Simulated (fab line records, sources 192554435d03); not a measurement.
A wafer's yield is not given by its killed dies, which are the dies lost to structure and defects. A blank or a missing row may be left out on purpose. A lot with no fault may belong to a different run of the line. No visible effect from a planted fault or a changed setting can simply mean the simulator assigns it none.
Split-lot study | flow n5Finfet | route with 1938 steps; 7 lots, 39 wafers read

THE SPLIT ITSELF
At N5_GATE_CUT_HM_DEP_46 (deposits SiO2 from TEOS/O2, target thk 130 nm, time 26.6 s), the setting targetThkA was moved away from the recipe's 1300 angstrom on 18 of the 39 wafers read, by -9.5% to +12.0%. This setting was run at the recipe's value on the other wafers.

FROM THE SPLIT TO THE READING: what the file shows between them, 9 steps
- N5_GATE_CUT_COAT_34: time 60 s, resist thk 60 nm
- N5_GATE_CUT_COAT_35: time 60 s, resist thk 10 nm
- N5_GATE_CUT_STRIP_38: strips in N2/H2
- N5_GATE_CUT_STRIP_39: strips in N2/H2
- N5_GATE_CUT_HM_OPEN_40: chemistry C4F6/O2, target SiO2, target depth 139 nm, time 85.1 s
- N5_GATE_CUT_STRIP_41: strips in CF4
- N5_GATE_CUT_STRIP_42: strips in O2
- N5_GATE_CUT_ALD_22: deposits SiNx, target thk 16 nm, pulse time 1 s, ald cycles 320
- N5_GATE_CUT_CMP_23: polishes, stops on SiO2, t overpolish 23.4 s, target thk 16 nm

THE READING
GC_FILL_THK in nanometres, read at N5_GATE_CUT_THK_MEAS_24. Fault-free wafers of this fab line usually give 219.5 nm, standard deviation 1.9 nm.

wafer  | tool, chamber at the split | targetThkA as run, angstrom | against the recipe | GC_FILL_THK, nm | against lot-mates on the recipe
L075.1 | pecvd-02, 1                | 1176                        | -9.5%              | 210.0           | -10.2
L075.2 | pecvd-02, 0                | 1300                        | recipe             | 218.1           | -
L075.3 | pecvd-02, 2                | 1300                        | recipe             | 219.3           | -
L075.4 | pecvd-02, 0                | 1176                        | -9.5%              | 209.2           | -11.0
L075.5 | pecvd-02, 2                | 1300                        | recipe             | 223.1           | -
L075.6 | pecvd-02, 1                | 1176                        | -9.5%              | 209.8           | -10.4
L077.1 | pecvd-01, 2                | 1300                        | recipe             | 215.8           | -
L077.2 | pecvd-01, 1                | 1431                        | +10.1%             | 232.2           | +14.1
L077.3 | pecvd-01, 0                | 1431                        | +10.1%             | 230.6           | +12.5
L077.4 | pecvd-01, 1                | 1300                        | recipe             | 219.7           | -
L077.5 | pecvd-01, 2                | 1300                        | recipe             | 218.7           | -
L077.6 | pecvd-01, 0                | 1431                        | +10.1%             | 233.3           | +15.2
L083.1 | pecvd-04, 0                | 1456                        | +12.0%             | 234.6           | +14.5
L083.2 | pecvd-04, 1                | 1456                        | +12.0%             | 231.9           | +11.8
L083.3 | pecvd-04, 2                | 1300                        | recipe             | 220.0           | -
L083.4 | pecvd-04, 2                | 1300                        | recipe             | 221.4           | -
L083.5 | pecvd-04, 1                | 1456                        | +12.0%             | 235.3           | +15.2
L083.6 | pecvd-04, 0                | 1300                        | recipe             | 219.0           | -
L084.1 | pecvd-04, 1                | 1401                        | +7.8%              | 227.6           | +7.4
L084.2 | pecvd-04, 0                | 1300                        | recipe             | 218.6           | -
L084.3 | pecvd-04, 2                | 1300                        | recipe             | 218.9           | -
L084.4 | pecvd-04, 1                | 1401                        | +7.8%              | 231.1           | +10.9
L084.5 | pecvd-04, 2                | 1300                        | recipe             | 223.2           | -
L084.6 | pecvd-04, 0                | 1401                        | +7.8%              | 231.8           | +11.6
L087.1 | pecvd-02, 1                | 1193                        | -8.2%              | 209.2           | -10.0
L087.2 | pecvd-02, 0                | 1300                        | recipe             | 218.1           | -
L087.3 | pecvd-02, 2                | 1300                        | recipe             | 218.9           | -
L087.4 | pecvd-02, 0                | 1193                        | -8.2%              | 206.7           | -12.5
L087.5 | pecvd-02, 1                | 1300                        | recipe             | 220.5           | -
L087.6 | pecvd-02, 2                | 1193                        | -8.2%              | 209.2           | -10.0
L090.1 | pecvd-04, 2                | 1179                        | -9.3%              | 206.2           | -12.1
L090.2 | pecvd-04, 1                | 1300                        | recipe             | 219.2           | -
L090.3 | pecvd-04, 2                | 1300                        | recipe             | 219.3           | -
L090.4 | pecvd-04, 1                | 1179                        | -9.3%              | 205.5           | -12.8
L090.5 | pecvd-04, 1                | 1179                        | -9.3%              | 206.3           | -12.0
L090.6 | pecvd-04, 2                | 1300                        | recipe             | 216.3           | -
L096.1 | pecvd-01, 0                | 1300                        | recipe             | 217.2           | -
L096.4 | pecvd-01, 2                | 1300                        | recipe             | 220.5           | -
L096.5 | pecvd-01, 0                | 1300                        | recipe             | 219.5           | -

FIT RESULTS
A straight line over all 39 wafers: GC_FILL_THK changes by +1.26 nm for each +1% of targetThkA; r = +0.98; the points scatter about the line by 1.8 nm.
The same after taking each lot's own level away (the mean of its wafers on the recipe; 39 wafers): +1.25 nm for each +1%; r = +0.98; scatter 1.6 nm.
That fit puts the effect of the largest move of targetThkA on the reading at 15 nm.
Measured against the standard deviation above, the lots' own levels, which go from 218.07 to 220.23 nm, span 1.1 times it.
The two slopes are in agreement: the lot-to-lot level therefore moves the slope only a little.
Check: with one of the wafers moved furthest among these (+12.0%) left out of the fit, the line predicts +15.1 nm for it against its lot-mates. It came out at +14.5 nm against them.

THESE WAFERS: OTHER SPLITS
These wafers also went through other splits before the reading. Each is held against what the fit with the lots' levels taken away leaves over:
other split on the same wafers | wafers away from the commonest value | r with GC_FILL_THK (lot level and that fit taken away)
N5_DUMMY_GATE_ETCH_37 sourceW  | 12                                   | +0.25
N5_DUMMY_GATE_ETCH_32 timeS    | 18                                   | -0.23

THE WHOLE CHAIN: every reading that the file lists as answering this split, in the file's order
step                    | what it does                                                     | reading                                                                           | change (the file's fit)               | r (the file's)
N5_GATE_CUT_HM_DEP_46   | deposits SiO2 from TEOS/O2, target thk 130 nm, time 26.6 s       | SiO2_of_GATE_CUT_HM_DEP_46.thkNm (the simulator's own value, which no gauge read) | +1.21 nm for each +1% of the setting  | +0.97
N5_GATE_CUT_HM_OPEN_40  | chemistry C4F6/O2, target SiO2, target depth 139 nm, time 85.1 s | etchRfOnTimeS                                                                     | withheld for each +1% of the setting  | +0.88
N5_GATE_CUT_HM_OPEN_40  | chemistry C4F6/O2, target SiO2, target depth 139 nm, time 85.1 s | etch.depthNm (the simulator's own value, which no gauge read)                     | +1.21 nm for each +1% of the setting  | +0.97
N5_GATE_CUT_HM_OPEN_40  | chemistry C4F6/O2, target SiO2, target depth 139 nm, time 85.1 s | SOC_of_GATE_CUT_COAT_34.thkNm (the simulator's own value, which no gauge read)    | -0.251 nm for each +1% of the setting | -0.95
N5_GATE_CUT_THK_MEAS_24 |                                                                  | GC_FILL_THK                                                                       | +1.24 for each +1% of the setting     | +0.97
N5_GATE_CUT_CMP_43      | polishes SiO2                                                    | SiO2_of_GATE_CUT_HM_DEP_46.thkNm (the simulator's own value, which no gauge read) | +0.056 nm for each +1% of the setting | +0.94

THE FILE'S OWN FIT
GC_FILL_THK changes by +1.24 nm for each +1% of targetThkA, r = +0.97.
